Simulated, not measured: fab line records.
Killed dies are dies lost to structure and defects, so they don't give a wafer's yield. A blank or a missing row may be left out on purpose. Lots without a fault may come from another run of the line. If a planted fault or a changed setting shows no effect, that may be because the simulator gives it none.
The tool behind it: which one? | flow nand-harc | 11 lots with 33 wafers sampled at 6 steps, on a route of 1302 steps

## WHAT THE GAUGES SHOWED, per wafer
NHARC_P_M1_CD_MEAS_09 targets a cd of 130 nm. Usual: 130.1 nm for cd-nm, sd 0.53.
lot  | measured     | on        | cd-nm (nm)        | flag
L749 | day 6 02:53  | cd-sem-03 | 130.1 129.7 129.5 |
L750 | day 6 20:25  | cd-sem-01 | 131.5 130.9 131.4 |
L753 | day 7 23:53  | cd-sem-03 | 130.0 130.4 130.5 |
L755 | day 8 16:08  | cd-sem-03 | 130.5 130.0 130.6 |
L756 | day 9 02:33  | cd-sem-03 | 130.2 131.2 130.8 |
L758 | day 10 04:38 | cd-sem-03 | 130.4 130.6 130.0 |
L759 | day 10 06:25 | cd-sem-02 | 130.5 130.7 130.9 |
L760 | day 10 19:08 | cd-sem-01 | 130.2 129.8 130.3 |
L765 | day 12 20:41 | cd-sem-03 | 129.8 129.7 130.4 |
L771 | day 15 08:13 | cd-sem-01 | 133.4 132.4 131.6 | OFF
L772 | day 15 17:34 | cd-sem-02 | 129.9 130.1 130.1 |

NHARC_END_SORT_01. Usual: defect-limited-yield 90.3 % (standard deviation 3); killed-at-array 60 (standard deviation 21); killed-at-other 1.0 (standard deviation 1.2); killed-at-periphery 4.2 (standard deviation 2.8); killed-dies 65 (standard deviation 20); killed-open 3.1 (standard deviation 1.8); killed-short 2.6 (standard deviation 1.6).
lot  | measured     | on        | defect-limited-yield (%) | killed-at-array | killed-at-other | killed-at-periphery | killed-dies | killed-open | killed-short | flag
L749 | day 24 03:50 | prober-02 | 84.8 84.8 87.6           | 99 101 81       | 0 0 0           | 4 2 3               | 103 103 84  | 6 3 3       | 2 5 3        |
L750 | day 24 19:50 | prober-01 | 86.6 87.9 89.2           | 85 79 71        | 1 0 1           | 5 3 1               | 91 82 73    | 3 2 2       | 4 2 2        |
L753 | day 25 17:26 | prober-02 | 86.7 88.0 91.1           | 78 75 54        | 3 1 2           | 9 5 4               | 90 81 60    | 2 1 0       | 6 4 1        |
L755 | day 26 09:59 | prober-01 | 93.4 92.5 92.2           | 38 48 48        | 4 3 1           | 3 0 4               | 45 51 53    | 5 3 3       | 1 2 4        |
L756 | day 26 23:10 | prober-02 | 86.3 85.4 86.0           | 88 96 93        | 1 0 1           | 4 3 1               | 93 99 95    | 5 5 1       | 3 4 4        |
L758 | day 28 00:35 | prober-01 | 92.0 90.8 92.3           | 51 56 48        | 0 2 0           | 3 4 4               | 54 62 52    | 0 4 2       | 3 3 4        |
L759 | day 28 00:35 | prober-02 | 92.5 90.4 90.3           | 46 62 62        | 1 1 2           | 4 2 2               | 51 65 66    | 1 3 5       | 2 5 2        |
L760 | day 28 14:43 | prober-02 | 93.2 92.9 92.2           | 38 35 41        | 1 4 1           | 7 9 11              | 46 48 53    | 3 5 3       | 5 0 5        |
L765 | day 31 15:32 | prober-02 | 87.0 87.6 85.7           | 80 80 91        | 0 0 0           | 8 4 6               | 88 84 97    | 4 2 3       | 2 4 4        |
L771 | day 33 05:31 | prober-02 | 89.8 92.8 88.9           | 66 47 68        | 1 1 1           | 2 1 6               | 69 49 75    | 2 3 5       | 5 2 4        |
L772 | day 33 18:38 | prober-01 | 94.1 91.7 92.2           | 38 54 46        | 0 0 1           | 2 2 6               | 40 56 53    | 1 1 2       | 3 1 1        |

## WHICH TOOL RAN EACH LOT (tool, then ch and the chambers of the sampled wafers, then the start)
lot  | NHARC_P_M0_ETCH_34                 | NHARC_P_M0_STRIP_18                | NHARC_P_M0_DEP_32               | NHARC_P_M1_EXPOSE_06
L749 | rie-diel-04 ch 1,3, day 5 22:48    | rie-diel-04 ch 0,2,3, day 5 23:08  | pecvd-01 ch 0,1, day 6 01:43    | arfi-scanner-02 ch 0, day 6 02:45
L750 | rie-diel-09 ch 1,2,3, day 6 16:39  | rie-diel-09 ch 0,1,3, day 6 16:56  | pecvd-04 ch 1,2, day 6 19:16    | arfi-scanner-01 ch 0, day 6 20:16
L753 | rie-diel-09 ch 0,1, day 7 19:44    | rie-diel-09 ch 1,2,3, day 7 20:04  | pecvd-03 ch 0,1, day 7 22:44    | arfi-scanner-03 ch 0, day 7 23:45
L755 | rie-diel-09 ch 1,2,3, day 8 12:23  | rie-diel-09 ch 1,2,3, day 8 12:41  | pecvd-04 ch 0,1,2, day 8 14:59  | arfi-scanner-01 ch 0, day 8 16:00
L756 | rie-diel-08 ch 1,2,3, day 8 22:53  | rie-diel-04 ch 0,2,3, day 8 23:11  | pecvd-04 ch 0,2, day 9 01:27    | arfi-scanner-01 ch 0, day 9 02:25
L758 | rie-diel-09 ch 1,2,3, day 10 00:51 | rie-diel-09 ch 1,2,3, day 10 01:10 | pecvd-04 ch 0,2, day 10 03:28   | arfi-scanner-03 ch 0, day 10 04:29
L759 | rie-diel-09 ch 0,2,3, day 10 02:39 | rie-diel-09 ch 0,1, day 10 02:55   | pecvd-01 ch 0,1,2, day 10 05:15 | arfi-scanner-02 ch 0, day 10 06:16
L760 | rie-diel-09 ch 1,2, day 10 15:22   | rie-diel-09 ch 0,2, day 10 15:41   | pecvd-01 ch 0,1, day 10 17:54   | arfi-scanner-03 ch 0, day 10 19:00
L765 | rie-diel-09 ch 0,1,2, day 12 17:01 | rie-diel-09 ch 2,3, day 12 17:20   | pecvd-04 ch 1,2, day 12 19:36   | arfi-scanner-01 ch 0, day 12 20:32
L771 | rie-diel-09 ch 0,1,2, day 15 04:13 | rie-diel-04 ch 1,2, day 15 04:29   | pecvd-01 ch 0,2, day 15 07:05   | arfi-scanner-03 ch 0, day 15 08:04
L772 | rie-diel-09 ch 0,3, day 15 13:47   | rie-diel-09 ch 1,3, day 15 14:04   | pecvd-03 ch 0,1, day 15 16:22   | arfi-scanner-02 ch 0, day 15 17:25
- NHARC_P_M0_ETCH_34: etches the open film in N2/H2, target depth 40 nm, overetch 12 nm, time 43.94 s.
- NHARC_P_M0_STRIP_18: strips in N2/H2.
- NHARC_P_M0_DEP_32: deposits SiCN, target thk 30 nm.
- NHARC_P_M1_EXPOSE_06: exposes mask P M1, target cd 130 nm.

## AS READ BY THE TOOLS THEMSELVES (means over the sampled wafers that have a number; for cases with no such wafer, the mark the record gives instead)
NHARC_P_M0_ETCH_34. Usual: drypump-motor-current-A 5.8 A, standard deviation 0.56; h2-flow-sccm 150.0 sccm, standard deviation 0.48; oes-product-au 1.001 a.u., standard deviation 0.0072; rf-vpp-V 431.4 V, standard deviation 2.4; showerhead-plenum-p-Torr 2.07 Torr, standard deviation 0.081; throttle-valve-pct 14.171 %, standard deviation 0.0088.
lot  | tool        | drypump-motor-current-A (A) | h2-flow-sccm (sccm) | oes-product-au (a.u.) | rf-vpp-V (V) | showerhead-plenum-p-Torr (Torr) | throttle-valve-pct (%) | flag
L749 | rie-diel-04 | 5.1                         | 150.4               | 1.009                 | 431.8        | 2.08                            | 14.179                 |
L750 | rie-diel-09 | 5.7                         | 150.2               | 0.999                 | 430.7        | 2.06                            | 14.167                 |
L753 | rie-diel-09 | 6.4                         | 149.7               | 1.003                 | 432.8        | 2.10                            | 14.171                 |
L755 | rie-diel-09 | 5.7                         | 150.0               | 1.006                 | 430.4        | 2.05                            | 14.178                 |
L756 | rie-diel-08 | 5.7                         | 149.6               | 0.992                 | 428.5        | 1.97                            | 14.164                 |
L758 | rie-diel-09 | 5.7                         | 149.9               | 1.001                 | 431.9        | 2.05                            | 14.167                 |
L759 | rie-diel-09 | 5.6                         | 150.4               | 0.999                 | 433.6        | 2.09                            | 14.173                 |
L760 | rie-diel-09 | 5.6                         | 150.2               | 0.999                 | 429.9        | 2.01                            | 14.178                 |
L765 | rie-diel-09 | 6.0                         | 149.6               | 1.003                 | 429.7        | 2.05                            | 14.175                 |
L771 | rie-diel-09 | 6.0                         | 150.1               | 1.005                 | 431.3        | 2.05                            | 14.168                 |
L772 | rie-diel-09 | 5.7                         | 150.6               | 1.002                 | 432.3        | 2.12                            | 14.178                 |

NHARC_P_M0_STRIP_18. Usual: drypump-motor-current-A 5.7 A, standard deviation 0.59; h2-flow-sccm 150.0 sccm, standard deviation 0.43; oes-product-au 0.999 a.u., standard deviation 0.0064; rf-vpp-V 90.9 V, standard deviation 0.97; showerhead-plenum-p-Torr 2.06 Torr, standard deviation 0.075; throttle-valve-pct 14.171 %, standard deviation 0.009.
lot  | tool        | drypump-motor-current-A (A) | h2-flow-sccm (sccm) | oes-product-au (a.u.) | rf-vpp-V (V) | showerhead-plenum-p-Torr (Torr) | throttle-valve-pct (%) | flag
L749 | rie-diel-04 | 5.6                         | 149.4               | 0.998                 | 92.0         | 2.14                            | 14.164                 |
L750 | rie-diel-09 | 6.1                         | 149.9               | 0.999                 | 91.3         | 2.09                            | 14.175                 |
L753 | rie-diel-09 | 5.7                         | 149.8               | 1.005                 | 90.8         | 2.05                            | 14.171                 |
L755 | rie-diel-09 | 5.7                         | 149.9               | 0.996                 | 91.3         | 2.05                            | 14.172                 |
L756 | rie-diel-04 | 5.6                         | 150.2               | 0.995                 | 91.4         | 2.13                            | 14.169                 |
L758 | rie-diel-09 | 5.7                         | 149.5               | 0.996                 | 91.3         | 2.05                            | 14.166                 |
L759 | rie-diel-09 | 6.4                         | 149.4               | 0.993                 | 91.5         | 2.09                            | 14.174                 |
L760 | rie-diel-09 | 6.0                         | 150.3               | 1.002                 | 91.7         | 2.09                            | 14.164                 |
L765 | rie-diel-09 | 5.2                         | 150.0               | 0.995                 | 90.7         | 2.05                            | 14.172                 |
L771 | rie-diel-04 | 5.1                         | 150.4               | 1.004                 | 91.0         | 2.03                            | 14.180                 |
L772 | rie-diel-09 | 6.2                         | 150.2               | 1.002                 | 91.3         | 2.04                            | 14.167                 |

NHARC_P_M0_DEP_32. Usual: chamber-pressure-Torr 3.000 Torr, standard deviation 0.0061; heater-power-w 533 W, standard deviation 52.
lot  | tool     | chamber-pressure-Torr (Torr) | heater-power-w (W) | flag
L749 | pecvd-01 | 3.001                        | 501                |
L750 | pecvd-04 | 2.998                        | 543                |
L753 | pecvd-03 | 3.002                        | 603                |
L755 | pecvd-04 | 2.995                        | 493                |
L756 | pecvd-04 | 3.005                        | 463                |
L758 | pecvd-04 | 2.998                        | 528                |
L759 | pecvd-01 | 2.999                        | 524                |
L760 | pecvd-01 | 2.997                        | 539                |
L765 | pecvd-04 | 3.001                        | 528                |
L771 | pecvd-01 | 3.001                        | 527                |
L772 | pecvd-03 | 2.998                        | 570                |

NHARC_P_M1_EXPOSE_06. Usual: 81.89 for exposure-dose-mJ-cm2, sd 0.093.
lot  | tool            | exposure-dose-mJ-cm2 | flag
L749 | arfi-scanner-02 | 81.95                |
L750 | arfi-scanner-01 | 81.87                |
L753 | arfi-scanner-03 | 81.92                |
L755 | arfi-scanner-01 | 81.95                |
L756 | arfi-scanner-01 | 81.99                |
L758 | arfi-scanner-03 | 82.03                |
L759 | arfi-scanner-02 | 81.88                |
L760 | arfi-scanner-03 | 81.95                |
L765 | arfi-scanner-01 | 81.77                |
L771 | arfi-scanner-03 | 80.71                | OFF
L772 | arfi-scanner-02 | 81.72                |

## THE ANSWER, worked out from the rows above alone
Rule: lot off if the mean of its wafers having a number is beyond 3 standard deviations from the usual mean. A lot without any number at a reading at which 4 lots or more have one is off too. Any other lot the step has rows for is counted as sound. First the gauges in route order, then the tools' own readings, where a lot's mean is used as printed above. At the first step where some lot is off, the reading lying furthest off is the one used; lots without a number count as furthest.
Off: L771 (NHARC_P_M1_CD_MEAS_09, cd-nm).
If a tool, at a process step before that reading, ran all the lots that are off and no sound lot after the first of them, it fits. The gauges at NHARC_P_M1_CD_MEAS_09 aren't tried: what is off there is off at NHARC_P_M1_EXPOSE_06 too, on other tools, and a gauge's error can't cause that. Can't be told from this: 3 tools fit, rie-diel-04 at NHARC_P_M0_STRIP_18, pecvd-01 at NHARC_P_M0_DEP_32, arfi-scanner-03 at NHARC_P_M1_EXPOSE_06.

## WHAT HAD BEEN PUT IN BY THE SIMULATOR
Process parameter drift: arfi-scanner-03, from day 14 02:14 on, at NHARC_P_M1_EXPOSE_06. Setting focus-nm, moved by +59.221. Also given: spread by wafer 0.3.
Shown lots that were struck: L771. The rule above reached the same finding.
